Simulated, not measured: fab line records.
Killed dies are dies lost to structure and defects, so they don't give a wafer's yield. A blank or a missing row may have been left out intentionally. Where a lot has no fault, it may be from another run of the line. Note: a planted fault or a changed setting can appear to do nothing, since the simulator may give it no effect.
fab line records	flow nand-harc
record: lots: 6	wafers: 18	last-day: 23
route steps=1159 shown A_BLC@974 A_M0@994 END@1159
lots with no fault: from the same line, run without faults
start-h: hours from the record's opening day to when the first of the lot's shown wafers began	wait-h: hours since the lot's step before	" the same as in the row above	L1.1+2: one row covering several wafers at once	- no value, or no start was given	* or withheld: withheld	< > ~ a bound
route shown NAME@n: NAME is a module with steps in the file, n the number in the route of the first one	usual: the fault-free wafers' mean and standard deviation	same: alike in all rows	chamber/n: place in a boat	sites: each site's reading	_std_site: standard deviation of those values	_edge_site: outer sites' mean less inner sites'	radius-mm: how far each site lies from the wafer's centre	mask NAME#n: copy n	behind: the tool/chamber that last shaped the wafer	hold: the reason the lot was held/the length of the hold in hours/how it ended	device: transistor that didn't switch, given as n, p or np	end of line: at the end of the route, the tests of the same wafers	where a step has no rows: the recipe by itself	killed: count of dies lost to structure and defects at first sort (not the wafer's yield)	map: a wafer's dies, marking killed ones x, the rest . and places with no die _
set.NAME: setting as actually run; set.NAME@STEP: the setting as run at that earlier step	model.NAME: the simulator's own value behind a step, which no gauge read
lots seen at some steps along the route; tables by step, rows by wafer
services: when a tool's chamber went out of use (start-h, in hours from the record's first day, below 0 if earlier), for how many hours, and the reason
== steps ==
step: NHARC_A_BLC_CD_MEAS_10
recipe: target-cd-nm: 100	landing-energy-ev: 500
usual: cd-nm: 100.0/0.47
same: landing-energy-ev: 500
lot.wafer	tool	chamber	start-h	wait-h	cd-nm
L327.1	cd-sem-01	0	412.05	-	100.0
L327.3	"	0	"	"	99.6
L327.6	"	0	"	"	99.2
L330.2	cd-sem-01	0	434.85	-	100.1
L330.3	"	0	"	"	99.4
L330.4	"	0	"	"	99.5
L336.1	cd-sem-02	0	460.08	-	100.2
L336.2	"	0	"	"	99.9
L336.6	"	0	"	"	99.9
L337.1	cd-sem-03	0	463.50	-	99.7
L337.3	"	0	"	"	100.3
L337.5	"	0	"	"	100.4
L342.3	cd-sem-03	0	503.59	-	101.1
L342.4	"	0	"	"	100.2
L342.6	"	0	"	"	100.2
L343.2	cd-sem-02	0	504.57	-	100.0
L343.4	"	0	"	"	99.9
L343.6	"	0	"	"	99.9
step: NHARC_A_BLC_OVL_MEAS_11
usual: overlay-x-nm: -0.1/0.78	overlay-y-nm: 0.1/0.78
lot.wafer	tool	chamber	start-h	wait-h	overlay-x-nm	overlay-y-nm
L327.1	overlay-02	-	412.15	-	-0.5	-0.3
L327.3	"	-	"	"	0.4	-0.2
L327.6	"	-	"	"	-1.1	-0.4
L330.2	overlay-02	-	434.94	-	0.4	1.2
L330.3	"	-	"	"	-0.1	0.5
L330.4	"	-	"	"	-0.3	0.9
L336.1	overlay-01	-	460.17	-	-0.3	-0.4
L336.2	"	-	"	"	-0.3	-0.2
L336.6	"	-	"	"	-1.0	-0.8
L337.1	overlay-01	-	463.59	-	-1.1	0.1
L337.3	"	-	"	"	-0.6	0.4
L337.5	"	-	"	"	-1.0	-0.2
L342.3	overlay-02	-	503.67	-	0.9	-1.0
L342.4	"	-	"	"	0.8	-0.7
L342.6	"	-	"	"	0.9	-1.7
L343.2	overlay-02	-	504.67	-	-0.7	0.2
L343.4	"	-	"	"	-0.9	0.4
L343.6	"	-	"	"	-0.6	-0.4
step: NHARC_A_BLC_INSPECT_12
usual: raw-defect-count: 31/16
lot.wafer	tool	chamber	start-h	wait-h	raw-defect-count
L327.1	defect-inspect-01	-	412.18	0.0	27
L327.3	"	-	"	"	39
L327.6	"	-	"	"	28
L330.2	defect-inspect-02	-	434.97	0.0	18
L330.3	"	-	"	"	30
L330.4	"	-	"	"	31
L336.1	defect-inspect-02	-	460.20	0.0	16
L336.2	"	-	"	"	15
L336.6	"	-	"	"	10
L337.1	defect-inspect-01	-	463.63	0.0	55
L337.3	"	-	"	"	57
L337.5	"	-	"	"	40
L342.3	defect-inspect-01	-	503.71	0.0	14
L342.4	"	-	"	"	16
L342.6	"	-	"	"	18
L343.2	defect-inspect-02	-	504.70	0.0	39
L343.4	"	-	"	"	29
L343.6	"	-	"	"	37
step: NHARC_A_BLC_DESCUM_15
recipe: time-s: 3	o2-flow-sccm: 200	ar-flow-sccm: 0	bias-power-w: 0	chemistry: O2
step: NHARC_A_BLC_ETCH_16
recipe: target-depth-a: 390	over-etch-frac: 0.3	time-s: 65	ion-energy-ev: 80	cf4-flow-sccm: 150	ar-flow-sccm: 0	rf-w: 300	bias-w: 100	chemistry: CF4
usual: drypump-motor-current-A: 5.4/0.38	oes-product-au: 1.001/0.0067	rf-vpp-V: 152.1/1.1	showerhead-plenum-p-Torr: 1.84/0.073	throttle-valve-pct: 13.284/0.0082
lot.wafer	tool	chamber	start-h	wait-h	drypump-motor-current-A	oes-product-au	rf-hours-counter-h	rf-vpp-V	showerhead-plenum-p-Torr	throttle-valve-pct
L327.3	rie-diel-11	0	412.35	0.1	5.5	0.980	4	153.0	1.89	13.277
L327.1	"	3	"	"	5.6	0.983	4	153.9	1.89	13.280
L327.6	"	2	"	"	4.7	0.990	-	152.7	1.88	13.291
L330.4	rie-diel-11	3	435.12	0.1	5.6	1.001	7	152.5	1.89	13.289
L330.2	"	0	"	"	5.5	1.000	7	152.4	1.89	13.291
L330.3	"	2	"	"	4.6	0.997	7	151.3	1.88	13.293
L336.1	rie-diel-07	1	460.35	0.1	5.3	1.004	6	149.4	1.70	13.285
L336.2	"	3	"	"	5.3	1.009	7	151.1	1.76	13.287
L336.6	"	1	"	"	5.3	1.003	-	151.2	1.70	13.278
L337.1	rie-diel-11	1	463.78	0.1	5.6	1.003	9	153.9	1.86	13.280
L337.3	"	0	"	"	5.5	0.999	10	153.1	1.88	13.300
L337.5	"	1	"	"	5.6	0.998	-	154.7	1.86	13.285
L342.4	rie-diel-07	0	503.85	0.1	6.0	0.999	11	151.4	1.69	13.291
L342.3	"	3	"	"	5.3	0.988	12	150.3	1.76	13.279
L342.6	"	0	"	"	6.0	1.002	-	151.2	1.69	13.274
L343.2	rie-diel-07	1	504.89	0.1	5.3	1.002	11	151.4	1.70	13.286
L343.4	"	3	"	"	5.3	0.996	13	151.2	1.76	13.313
L343.6	"	1	"	"	5.3	0.995	-	149.2	1.70	13.293
step: NHARC_A_BLC_ETCH_17
recipe: target-depth-a: 3900	over-etch-frac: 0.25	time-s: 609.38	ion-energy-ev: 200	n2-flow-sccm: 150	h2-flow-sccm: 150	ar-flow-sccm: 0	rf-w: 400	bias-w: 150	chemistry: N2/H2
usual: drypump-motor-current-A: 5.4/0.38	n2-flow-sccm: 150.0/0.43	oes-product-au: 1.002/0.0061	rf-vpp-V: 433.0/2.5	showerhead-plenum-p-Torr: 2.13/0.087	throttle-valve-pct: 14.170/0.0093
lot.wafer	tool	chamber	start-h	wait-h	drypump-motor-current-A	n2-flow-sccm	oes-product-au	rf-hours-counter-h	rf-vpp-V	showerhead-plenum-p-Torr	throttle-valve-pct
L327.1	rie-diel-11	2	-	-	4.6	149.5	0.999	4	434.3	2.19	14.175
L327.3	"	3	"	"	5.7	150.1	0.989	4	434.8	2.20	14.168
L327.6	"	0	"	"	5.5	150.7	0.995	-	435.8	2.19	14.172
L330.3	rie-diel-11	2	-	-	4.7	150.5	1.007	7	435.1	2.18	14.153
L330.2	"	3	"	"	5.7	150.2	1.006	7	435.6	2.20	14.182
L330.4	"	0	"	"	5.5	151.1	0.999	7	435.6	2.19	14.169
L336.1	rie-diel-07	3	-	-	5.3	149.8	1.002	7	430.9	2.03	14.164
L336.2	"	0	"	"	6.0	150.1	1.009	7	428.2	1.94	14.177
L336.6	"	2	"	"	5.5	150.1	1.009	-	431.5	2.11	14.155
L337.1	rie-diel-11	0	-	-	5.5	149.4	1.000	10	434.4	2.19	14.150
L337.3	"	1	"	"	5.6	149.7	1.007	9	435.3	2.16	14.157
L337.5	"	1	"	"	5.6	150.4	1.001	-	434.2	2.16	14.164
L342.4	rie-diel-07	1	-	-	5.3	150.4	0.999	11	427.3	1.95	14.175
L342.3	"	2	"	"	5.5	150.2	0.994	12	433.2	2.11	14.173
L342.6	"	0	"	"	6.0	149.7	0.989	-	427.5	1.94	14.170
L343.4	rie-diel-07	1	-	-	5.3	150.5	1.000	12	426.9	1.95	14.160
L343.2	"	3	"	"	5.3	149.0	1.010	13	431.2	2.03	14.162
L343.6	"	1	"	"	5.3	149.8	0.999	-	429.8	1.95	14.171
step: NHARC_A_BLC_ETCH_18
recipe: target-depth-a: 9100	c4f8-flow-sccm: 20	o2-flow-sccm: 10	ar-flow-sccm: withheld	rf-w: 600	bias-w: 1500	chemistry: C4F8/O2/Ar
step: NHARC_A_BLC_CD_MEAS_19
usual: cd-nm: 100.3/1.7
lot.wafer	tool	chamber	start-h	wait-h	cd-nm
L327.1	cd-sem-01	-	413.39	-	98.7
L327.3	"	-	"	"	98.2
L327.6	"	-	"	"	100.3
L330.2	cd-sem-02	-	436.01	-	95.9
L330.3	"	-	"	"	99.6
L330.4	"	-	"	"	101.4
L336.1	cd-sem-01	-	461.22	-	99.2
L336.2	"	-	"	"	100.7
L336.6	"	-	"	"	101.3
L337.1	cd-sem-01	-	464.66	-	102.9
L337.3	"	-	"	"	101.8
L337.5	"	-	"	"	101.1
L342.3	cd-sem-01	-	504.75	-	101.3
L342.4	"	-	"	"	102.1
L342.6	"	-	"	"	100.5
L343.2	cd-sem-01	-	505.77	-	98.9
L343.4	"	-	"	"	100.6
L343.6	"	-	"	"	99.2
step: NHARC_A_BLC_STRIP_29
recipe: cf4-flow-sccm: 150	ar-flow-sccm: 0	bias-w: 0	chemistry: CF4
step: NHARC_A_BLC_STRIP_21
recipe: o2-flow-sccm: 500	ar-flow-sccm: 0	bias-w: 0	chemistry: O2
step: NHARC_A_BLC_STRIP_22
recipe: time-s: 600	temp-c: 30	chemistry: post-etch-residue-remover
step: NHARC_A_BLC_DEGAS_30
recipe: temp-c: 300	time-s: 60
step: NHARC_A_BLC_PRE_CLEAN_31
recipe: time-s: 15	bias-v: 250	gas: Ar
lot.wafer	tool	chamber	start-h	wait-h
L327.1+3+6	pvd-sputter-01	-	414.05	-
L330.4+2+3	pvd-sputter-02	-	436.67	-
L336.2+1+6	pvd-sputter-01	-	461.89	-
L337.1+3+5	pvd-sputter-01	-	465.41	-
L342.4+3+6	pvd-sputter-03	-	505.41	-
L343.2+4+6	pvd-sputter-02	-	506.43	-
step: NHARC_A_BLC_PVD_32
recipe: target-thk-a: 50	chamber-pressure-pa: 5	power-w: 5000	substrate-temp-c: 200	time-s: 17.7	material: Ti
step: NHARC_A_BLC_ALD_23
recipe: target-thk-a: 30	pulse-time-s: 1	ald-cycles: 150	temp-c: 450	material: TiN
step: NHARC_A_BLC_CVD_24
recipe: target-thk-a: 1500	temp-c: 300	pressure-torr: 40	wf6-flow-sccm: 40	h2-flow-sccm: 1600	ar-flow-sccm: 1560	time-s: 434	material: W
step: NHARC_A_BLC_CMP_25
recipe: t-overpolish-s: 30	target-thk-nm: 150
step: NHARC_A_BLC_SRD_27
step: NHARC_A_M0_DEP_00
recipe: target-thk-a: 1500	target-thk-nm: 150	temp-c: withheld	pressure-torr: 5	flow-sccm: 200	rf-w: 600	material: SiOC
step: NHARC_A_M0_DEHYDRATE_01
recipe: temp-c: 150	time-s: 120
step: NHARC_A_M0_HMDS_02
recipe: time-s: 30
step: NHARC_A_M0_COAT_33
recipe: temp-c: 200	time-s: 65
step: NHARC_A_M0_COAT_03
recipe: spin-rpm: 1500	resist-thk-nm: 90
step: NHARC_A_M0_SOFTBAKE_04
recipe: temp-c: 105	time-s: 55
step: NHARC_A_M0_EBR_05
step: NHARC_A_M0_EXPOSE_06
recipe: na: 1.35	target-cd-nm: 80	dose-mj: 83.25	mask-id: A_M0
step: NHARC_A_M0_PEB_07
recipe: peb-temp-c: 100	peb-time-s: 65
step: NHARC_A_M0_DEVELOP_08
recipe: develop-time-s: 35	dev-temp-c: 23
step: NHARC_A_M0_CD_MEAS_09
recipe: target-cd-nm: 80	landing-energy-ev: 500
usual: cd-nm: 79.8/0.57
same: landing-energy-ev: 500
lot.wafer	tool	chamber	start-h	wait-h	cd-nm
L327.1	cd-sem-02	0	420.40	-	78.4
L327.3	"	0	"	"	79.3
L327.6	"	0	"	"	79.3
L330.2	cd-sem-03	0	439.06	-	80.4
L330.3	"	0	"	"	80.7
L330.4	"	0	"	"	80.0
L336.1	cd-sem-01	0	464.15	-	80.3
L336.2	"	0	"	"	79.2
L336.6	"	0	"	"	80.0
L337.1	cd-sem-03	0	467.70	-	79.0
L337.3	"	0	"	"	79.0
L337.5	"	0	"	"	79.9
L342.3	cd-sem-01	0	507.55	-	79.6
L342.4	"	0	"	"	78.8
L342.6	"	0	"	"	78.5
L343.2	cd-sem-02	0	509.12	-	80.2
L343.4	"	0	"	"	79.9
L343.6	"	0	"	"	81.0
step: NHARC_A_M0_OVL_MEAS_10
recipe: pitch-nm: 160
usual: overlay-x-nm: 0.0/1	overlay-y-nm: 0.1/1.1
lot.wafer	tool	chamber	start-h	wait-h	overlay-x-nm	overlay-y-nm
L327.1	overlay-01	-	420.49	-	1.5	-2.0
L327.3	"	-	"	"	1.2	-2.2
L327.6	"	-	"	"	1.6	-2.3
L330.2	overlay-01	-	439.14	-	-1.9	1.0
L330.3	"	-	"	"	-2.3	0.6
L330.4	"	-	"	"	-2.2	1.1
L336.1	overlay-01	-	464.24	-	-1.5	0.1
L336.2	"	-	"	"	-1.2	0.2
L336.6	"	-	"	"	-1.6	0.0
L337.1	overlay-01	-	467.79	-	-0.9	-0.5
L337.3	"	-	"	"	-0.2	-1.1
L337.5	"	-	"	"	-0.4	-1.5
L342.3	overlay-01	-	507.63	-	-0.8	1.2
L342.4	"	-	"	"	-0.9	1.5
L342.6	"	-	"	"	-0.9	1.6
L343.2	overlay-01	-	509.21	-	1.0	0.0
L343.4	"	-	"	"	1.2	0.2
L343.6	"	-	"	"	0.8	0.0
step: NHARC_A_M0_DESCUM_14
recipe: time-s: 3	o2-flow-sccm: 200	ar-flow-sccm: 0	bias-power-w: 0	chemistry: O2
step: NHARC_A_M0_ETCH_34
recipe: target-depth-a: 400	overetch-a: 120	time-s: 43.94	ion-energy-ev: 200	n2-flow-sccm: 150	h2-flow-sccm: 150	ar-flow-sccm: 0	rf-w: 400	bias-w: 150	chemistry: N2/H2
usual: drypump-motor-current-A: 5.9/0.49	n2-flow-sccm: 150.1/0.45	oes-product-au: 1.001/0.0077	rf-vpp-V: 430.4/2.1	showerhead-plenum-p-Torr: 2.04/0.066	throttle-valve-pct: 14.173/0.0091
lot.wafer	tool	chamber	start-h	wait-h	drypump-motor-current-A	n2-flow-sccm	oes-product-au	rf-hours-counter-h	rf-vpp-V	showerhead-plenum-p-Torr	throttle-valve-pct
L327.1	rie-diel-13	0	420.67	0.1	6.3	151.3	0.995	9	429.3	1.93	14.169
L327.3	"	2	"	"	5.8	150.2	1.007	8	434.6	2.15	14.161
L327.6	"	1	"	"	6.3	149.2	1.017	-	427.6	1.98	14.179
L330.3	rie-diel-01	3	439.34	0.1	5.2	150.6	1.008	10	430.8	2.05	14.175
L330.4	"	0	"	"	6.7	150.2	1.005	11	434.1	2.17	14.178
L330.2	"	2	"	"	6.7	149.9	1.010	11	429.1	2.02	14.167
L336.1	rie-diel-01	3	464.42	0.1	5.2	150.1	0.999	11	430.3	2.05	14.171
L336.2	"	0	"	"	6.7	149.7	1.000	12	433.6	2.17	14.186
L336.6	"	3	"	"	5.2	150.3	1.013	-	430.3	2.05	14.163
L337.1	rie-diel-09	3	467.98	0.1	5.8	150.5	0.998	2	428.0	1.97	14.168
L337.3	"	0	"	"	6.0	150.1	1.017	2	433.5	2.08	14.177
L337.5	"	2	"	"	5.9	150.0	1.001	-	428.7	1.99	14.155
L342.4	rie-diel-09	3	507.81	0.1	5.7	149.8	0.988	5	428.4	1.97	14.187
L342.3	"	0	"	"	6.0	149.9	1.003	5	431.1	2.08	14.173
L342.6	"	3	"	"	5.8	149.4	0.994	-	429.1	1.97	14.163
L343.4	rie-diel-09	2	509.40	0.1	5.9	150.3	0.989	4	429.4	1.99	14.168
L343.2	"	3	"	"	5.8	149.7	0.993	5	427.8	1.97	14.173
L343.6	"	1	"	"	5.3	149.5	0.995	-	430.3	2.08	14.175
step: NHARC_A_M0_ETCH_15
recipe: target-depth-a: 1500	overetch-a: 150	time-s: 82.5	c4f8-flow-sccm: withheld	ar-flow-sccm: 400	rf-w: 600	bias-w: 300	chemistry: C4F8/Ar
step: NHARC_A_M0_CD_MEAS_16
usual: cd-nm: 79.8/0.65
lot.wafer	tool	chamber	start-h	wait-h	cd-nm
L327.1	cd-sem-01	-	420.88	-	79.4
L327.3	"	-	"	"	79.3
L327.6	"	-	"	"	79.6
L330.2	cd-sem-02	-	439.57	-	79.6
L330.3	"	-	"	"	80.8
L330.4	"	-	"	"	80.3
L336.1	cd-sem-02	-	464.64	-	79.9
L336.2	"	-	"	"	79.5
L336.6	"	-	"	"	80.1
L337.1	cd-sem-01	-	468.20	-	79.3
L337.3	"	-	"	"	78.2
L337.5	"	-	"	"	79.4
L342.3	cd-sem-02	-	508.03	-	78.7
L342.4	"	-	"	"	79.4
L342.6	"	-	"	"	79.1
L343.2	cd-sem-02	-	509.61	-	80.8
L343.4	"	-	"	"	79.9
L343.6	"	-	"	"	80.2
step: NHARC_A_M0_STRIP_18
recipe: power-w: 1000	n2-flow-sccm: 150	h2-flow-sccm: 150	ar-flow-sccm: 0	bias-w: 0	chemistry: N2/H2
step: NHARC_A_M0_STRIP_19
recipe: time-s: 600	temp-c: 30	chemistry: post-etch-residue-remover
step: NHARC_A_M0_DEGAS_28
recipe: temp-c: 250	time-s: 60
usual: heater-power-w: 346/22
lot.wafer	tool	chamber	start-h	wait-h	heater-power-w
L327.3	pvd-sputter-01	-	421.50	-	295
L327.1	"	-	"	"	355
L327.6	"	-	"	"	297
L330.4	pvd-sputter-03	-	440.19	-	347
L330.3	"	-	"	"	324
L330.2	"	-	"	"	365
L336.1	pvd-sputter-01	-	465.26	-	346
L336.2	"	-	"	"	295
L336.6	"	-	"	"	354
L337.1	pvd-sputter-03	-	468.83	-	354
L337.3	"	-	"	"	347
L337.5	"	-	"	"	363
L342.4	pvd-sputter-02	-	508.66	-	345
L342.3	"	-	"	"	344
L342.6	"	-	"	"	349
L343.4	pvd-sputter-02	-	510.23	-	399
L343.2	"	-	"	"	343
L343.6	"	-	"	"	342
step: NHARC_A_M0_PRE_CLEAN_29
recipe: time-s: 30	temp-c: 280	gas: H2/He
step: NHARC_A_M0_PVD_20
recipe: target-thk-a: 50	bias-v: 168.6	power-w: 15000	chamber-pressure-pa: 0.12	time-s: 8.06	substrate-temp-c: 50	material: TaN
usual: throttle-valve-pct: 30.1/0.83
lot.wafer	tool	chamber	start-h	wait-h	throttle-valve-pct
L327.3	pvd-sputter-01	-	-	-	29.5
L327.1	"	-	"	"	30.1
L327.6	"	-	"	"	29.5
L330.4	pvd-sputter-03	-	-	-	32.0
L330.3	"	-	"	"	30.2
L330.2	"	-	"	"	29.3
L336.1	pvd-sputter-01	-	-	-	29.5
L336.2	"	-	"	"	30.0
L336.6	"	-	"	"	29.7
L337.1	pvd-sputter-03	-	-	-	30.5
L337.3	"	-	"	"	31.1
L337.5	"	-	"	"	30.4
L342.4	pvd-sputter-02	-	-	-	30.4
L342.3	"	-	"	"	30.8
L342.6	"	-	"	"	28.5
L343.2	pvd-sputter-02	-	-	-	30.6
L343.4	"	-	"	"	30.2
L343.6	"	-	"	"	30.4
step: NHARC_END_SORT_01
recipe: temp-c: 25
usual: killed-at-array: 27/11	killed-at-other: 0.8/1.4	killed-at-periphery: 3.3/2	killed-dies: 31/11	killed-open: 3.4/1.8	killed-short: 2.1/1.3
same: gross-dies: 677
lot.wafer	tool	chamber	start-h	wait-h	killed-at-array	killed-at-other	killed-at-periphery	killed-dies	killed-open	killed-short
L327.1	prober-02	0	462.56	2.5	24	0	4	28	1	1
L327.3	prober-02	0	464.16	3.1	34	3	2	39	6	1
L327.6	prober-02	0	466.56	4.0	28	1	3	32	6	1
L330.2	prober-01	0	485.58	2.8	20	0	3	23	6	4
L330.3	prober-01	0	486.39	3.1	28	0	2	30	2	2
L330.4	prober-01	0	487.19	3.4	30	1	3	34	1	1
L336.1	prober-01	0	506.66	2.5	88	1	5	94	6	2
L336.2	prober-01	0	507.45	2.8	68	1	2	71	4	3
L336.6	prober-01	0	510.64	4.0	47	1	6	54	2	3
L337.1	prober-02	0	512.39	2.5	113	0	2	115	6	3
L337.3	prober-02	0	513.99	3.1	122	1	6	129	4	4
L337.5	prober-02	0	515.59	3.7	91	0	2	93	5	3
L343.2	prober-02	0	548.23	2.8	31	1	6	38	3	2
L343.4	prober-02	0	549.83	3.4	19	1	5	25	2	2
L343.6	prober-02	0	551.42	4.0	25	0	3	28	3	2
L342.3	prober-01	0	549.05	3.1	16	0	3	19	1	2
L342.4	prober-01	0	549.86	3.4	15	0	2	17	2	3
L342.6	prober-01	0	551.47	4.0	14	2	2	18	0	0
killed by level:class
L327.1 A_CHANNEL_HOLE_D1:chamber-film-flake=13 A_STAIRCASE:chamber-film-flake=7 P_ZERO_WELL:chamber-film-flake=2 P_M0:geometric-particle:open=1 A_WL_FILL:geometric-particle:short=1 P_GATE:chamber-film-flake=1 A_ZERO_WELL:chamber-film-flake=1 A_SLIT:chamber-film-flake=1
L327.3 A_CHANNEL_HOLE_D1:chamber-film-flake=15 A_STAIRCASE:chamber-film-flake=8 A_CONTACT:geometric-particle:open=2 A_M0:geometric-particle:open=2 P_ZERO_WELL:chamber-film-flake=2 A_ZERO_WELL:chamber-film-flake=2 A_CONTACT:chamber-film-flake=2 THIN_TSV:chamber-film-flake=2
L327.6 A_CHANNEL_HOLE_D1:chamber-film-flake=14 A_STAIRCASE:chamber-film-flake=6 A_CONTACT:chamber-film-flake=2 P_M0:geometric-particle:open=1 P_M1:geometric-particle:open=1 A_ONON_D1:geometric-particle:open=1 A_WL_FILL:geometric-particle:short=1 A_WL_FILL:geometric-particle:open=1
L330.2 A_CHANNEL_HOLE_D1:chamber-film-flake=11 A_CONTACT:geometric-particle:open=2 A_M0:geometric-particle:open=2 A_M0:geometric-particle:short=2 P_GATE:geometric-particle:open=1 P_M0:geometric-particle:open=1 A_CHANNEL_FILL_D1:geometric-particle:short=1 A_WL_FILL:geometric-particle:short=1
L330.3 A_CHANNEL_HOLE_D1:chamber-film-flake=16 A_CONTACT:chamber-film-flake=7 P_M0:geometric-particle:short=1 A_ONON_D1:geometric-particle:open=1 A_WL_FILL:geometric-particle:short=1 A_CONTACT:geometric-particle:open=1 P_M0:chamber-film-flake=1 A_SLIT:chamber-film-flake=1
L330.4 A_CHANNEL_HOLE_D1:chamber-film-flake=18 A_CONTACT:chamber-film-flake=6 A_STAIRCASE:chamber-film-flake=3 A_CHANNEL_HOLE_D1:geometric-particle:short=1 A_CHANNEL_HOLE_D1:geometric-particle:open=1 P_GATE:chamber-film-flake=1 P_M0:chamber-film-flake=1 P_BONDPAD:chamber-film-flake=1
L336.1 A_BLC:unspecified=75 P_BONDPAD:chamber-film-flake=3 A_SGD_CUT:chamber-film-flake=3 P_CONTACT:geometric-particle:open=2 A_M0:geometric-particle:open=2 A_CHANNEL_HOLE_D1:chamber-film-flake=2 A_STAIRCASE:chamber-film-flake=2 A_WL_FILL:geometric-particle:short=1
L336.2 A_BLC:unspecified=50 A_CHANNEL_HOLE_D1:chamber-film-flake=5 A_CHANNEL_FILL_D1:chamber-film-flake=2 A_STAIRCASE:chamber-film-flake=2 A_CONTACT:chamber-film-flake=2 P_M1:geometric-particle:short=1 A_ONON_D1:geometric-particle:open=1 A_CHANNEL_FILL_D1:geometric-particle:short=1
L336.6 A_BLC:unspecified=40 P_BONDPAD:chamber-film-flake=4 A_CHANNEL_FILL_D1:chamber-film-flake=2 P_GATE:geometric-particle:short=1 P_CONTACT:geometric-particle:short=1 A_SLIT:geometric-particle:open=1 A_CONTACT:geometric-particle:open=1 A_M0:geometric-particle:short=1
L337.1 A_BLC:unspecified=70 A_CHANNEL_HOLE_D1:chamber-film-flake=10 A_SLIT:chamber-film-flake=9 A_SGD_CUT:chamber-film-flake=8 A_CONTACT:chamber-film-flake=5 A_CHANNEL_FILL_D1:geometric-particle:open=2 A_BONDPAD:chamber-film-flake=2 P_CONTACT:geometric-particle:open=1
L337.3 A_BLC:unspecified=73 A_CHANNEL_HOLE_D1:chamber-film-flake=19 A_SLIT:chamber-film-flake=10 A_SGD_CUT:chamber-film-flake=5 A_BONDPAD:chamber-film-flake=5 A_CONTACT:chamber-film-flake=4 P_M0:geometric-particle:open=2 A_WL_FILL:geometric-particle:short=2
L337.5 A_BLC:unspecified=56 A_CHANNEL_HOLE_D1:chamber-film-flake=14 A_SLIT:chamber-film-flake=7 A_SGD_CUT:chamber-film-flake=3 A_CHANNEL_FILL_D1:geometric-particle:open=2 A_STAIRCASE:chamber-film-flake=2 P_M0:geometric-particle:open=1 A_CHANNEL_FILL_D1:geometric-particle:short=1
L343.2 A_CHANNEL_HOLE_D1:chamber-film-flake=19 A_CONTACT:chamber-film-flake=6 P_GATE:chamber-film-flake=5 A_SOURCE_PLATE:geometric-particle:open=1 A_ONON_D1:geometric-particle:short=1 A_CONTACT:geometric-particle:short=1 A_BLC:geometric-particle:open=1 A_M1:geometric-particle:open=1
L342.3 A_CONTACT:chamber-film-flake=6 A_CHANNEL_HOLE_D1:chamber-film-flake=5 P_M0:geometric-particle:short=2 A_STAIRCASE:chamber-film-flake=2 P_CONTACT:geometric-particle:open=1 A_CHANNEL_FILL_D1:chamber-film-flake=1 A_SLIT:chamber-film-flake=1 A_M0:chamber-film-flake=1
L343.4 A_CHANNEL_HOLE_D1:chamber-film-flake=15 P_GATE:chamber-film-flake=2 P_M0:geometric-particle:short=1 A_CONTACT:geometric-particle:short=1 A_CONTACT:geometric-particle:open=1 P_ZERO_WELL:chamber-film-flake=1 P_BONDPAD:chamber-film-flake=1 STARTING-WAFER:geometric-particle:open=1
L342.4 A_CHANNEL_HOLE_D1:chamber-film-flake=5 A_WL_FILL:chamber-film-flake=4 A_CHANNEL_HOLE_D1:geometric-particle:short=2 P_CONTACT:geometric-particle:open=1 A_WL_FILL:geometric-particle:short=1 A_M0:geometric-particle:open=1 P_GATE:chamber-film-flake=1 A_CHANNEL_FILL_D1:chamber-film-flake=1
L343.6 A_CHANNEL_HOLE_D1:chamber-film-flake=15 A_CONTACT:chamber-film-flake=5 P_M0:geometric-particle:open=1 A_SGD_CUT:geometric-particle:short=1 A_WL_FILL:geometric-particle:short=1 A_CONTACT:geometric-particle:open=1 A_M0:geometric-particle:open=1 P_STI:chamber-film-flake=1
L342.6 A_CONTACT:chamber-film-flake=7 A_CHANNEL_HOLE_D1:chamber-film-flake=4 P_GATE:chamber-film-flake=2 A_STAIRCASE:chamber-film-flake=2 THIN_TSV:chamber-film-flake=2 A_WL_FILL:chamber-film-flake=1
map L336.1 (x killed, . not)
____________.____________
_________......._________
_______..........._______
______.............______
_____..............._____
____.................____
____..x......xxx.....____
___..........x.x..x..x___
___........x..xxxxxx..___
__..........xxxxxxx....__
__.........x..xxxxxxx..__
_...........x.xxxxxxx..._
_...........x.xxxxxxx..._
_......x.....xxxxxx..x.._
_...........xxxxxxxxx..._
_............xxxxxxxx..._
..........x..x.xxxx......
..............xxxxx......
...............xx........
................xx......x
......................x..
_......................._
_......................._
_..x....x..............._
_......................._
_......................._
__.....................__
__.........x...........__
___...................___
___...................___
____.................____
____.................____
_____............x.._____
______.............______
_______.x........._______
_________x......_________
____________.____________
map L337.3 (x killed, . not)
____________.____________
_________......._________
_______..........._______
______...........x.______
_____....x.........._____
____..............xx.____
____.x...........x...____
___.........xxx.x.x...___
___............xxxx.x.___
__...........xxxxxxx...__
__......x....xxxxxx....__
_..........x...xxxxxx..._
_............xxxxxxx...._
_............xxxxxxxxx.x_
_..........x.xxxxxxxx..._
_x...........xxxxxxxx..._
.............x.xxxxx....x
.....x..x.x...x.x.x......
..........x.....x........
.......xxx.....x..xx.....
.........x.x......x......
_.x..x.x.x..xx.........._
_.......xxx...x........._
_......xx..............._
_x.......x.x............_
_...x..x.x.............._
__.x...................__
__.....................__
___...................___
___........x......x...___
____.................____
____........x........____
_____.......x......._____
______.x...........______
_______..xxx......_______
_________xxxxx.._________
____________x____________
== services ==
tool	chamber	start-h	hours	kind
pvd-sputter-02	-	392.00	10.0	pm
rie-diel-11	0	400.01	-	clean
rie-diel-11	1	400.01	-	clean
rie-diel-11	2	400.01	-	clean
rie-diel-11	3	400.01	-	clean
rie-diel-07	-	405.20	9.0	pm
rie-diel-07	0	405.20	9.0	vent-cycle
rie-diel-07	1	405.20	9.0	vent-cycle
rie-diel-07	2	405.20	9.0	vent-cycle
rie-diel-07	3	405.20	9.0	vent-cycle
rie-diel-11	1	411.18	2.3	repair
rie-diel-07	0	414.20	-	clean
rie-diel-07	1	414.20	-	clean
rie-diel-07	2	414.20	-	clean
rie-diel-07	3	414.20	-	clean
rie-diel-11	2	421.01	2.3	repair
rie-diel-11	0	424.51	-	clean
rie-diel-09	-	431.12	9.0	pm
pvd-sputter-03	-	442.30	5.5	repair
rie-diel-13	-	453.00	9.0	pm
pvd-sputter-03	-	458.00	10.0	pm
rie-diel-09	2	469.59	7.5	repair
rie-diel-01	-	491.80	9.0	pm
rie-diel-11	1	500.47	6.0	repair
== key ==
first-sign: step: NHARC_END_SORT_01	reading: killed-dies	direction: up	sigmas: 5.7	usual: 31	struck: 93
effect: step: NHARC_END_SORT_01	reading: killed-at-array	direction: up	sigmas: 5.7	usual: 27	struck: 88
more-kills-born-at: NHARC_A_BLC_PRE_CLEAN_31@pvd-sputter-01: 364
met-at NHARC_A_BLC_PRE_CLEAN_31
struck-wafers L336.1,L336.2,L336.6,L337.1,L337.3,L337.5
tester-left-out L336,L337
onset-between 414.05 461.89
fault: kind: chamber-particle-source	tool: pvd-sputter-01	chamber: -	onset-h: 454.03	steps: NHARC_A_BLC_PRE_CLEAN_31	rate-per-visit-cm2: 0.44137	end-h: 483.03
tester-left-out: of these lots the tester's yield and bins aren't shown, on N5 and GAA mostly nor the transistor test; their killed dies are dies lost to structure and defects alone, not to doping, threshold or leakage, so they don't give the yield
